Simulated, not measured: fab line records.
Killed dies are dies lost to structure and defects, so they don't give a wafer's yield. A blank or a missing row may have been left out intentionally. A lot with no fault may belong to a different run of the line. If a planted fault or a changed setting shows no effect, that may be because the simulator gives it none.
Matching of chambers ; flow n5_finfet ; rie_diel-04 running N5_ZERO_LAYER_ETCH_17: 4 sister chambers
The step etches SiO2 in CF4, target depth 12 nm, time 13.3 s. 4 wafers are shown with their chamber, then 11 later ones without.

## WAFERS PAIRED WITH THEIR CHAMBERS
wafer;chamber;showerhead_plenum_p_Torr (Torr)
L082.5;3;2.04
L087.3;2;2.12
L087.5;1;2.24
L089.1;0;2.13

## WAFERS WHOSE CHAMBER IS MISSING
wafer;showerhead_plenum_p_Torr (Torr)
L089.3;2.12
L089.5;2.12
L093.2;2.12
L093.3;2.13
L093.6;2.12
L094.1;2.13
L094.2;2.12
L094.4;2.12
L097.2;2.13
L097.3;2.03
L097.6;2.12

## WHICH CHAMBER EACH WENT THROUGH
wafer;from the rows above;in truth
L089.3;2;2
L089.5;2;2
L093.2;2;2
L093.3;0;0
L093.6;2;2
L094.1;0;0
L094.2;2;2
L094.4;2;2
L097.2;0;0
L097.3;3;3
L097.6;2;2
Placed correctly: 11 of 11. Can't be placed from these rows: 0. 0 placed wrongly.
How it was worked out, from the rows above alone: a wafer's distance from a chamber is the root of the sum, over the readings, of the square of ((its reading less the chamber's mean) divided by the reading's scatter). If the next closest chamber is less than 2 further off than the closest, the wafer can't be placed; otherwise it belongs to the closest. For every chamber, the mean is computed from those of its wafers that are shown. The scatter: root of mean squared gap, hidden wafer to nearest shown wafer, with one shown wafer a chamber.
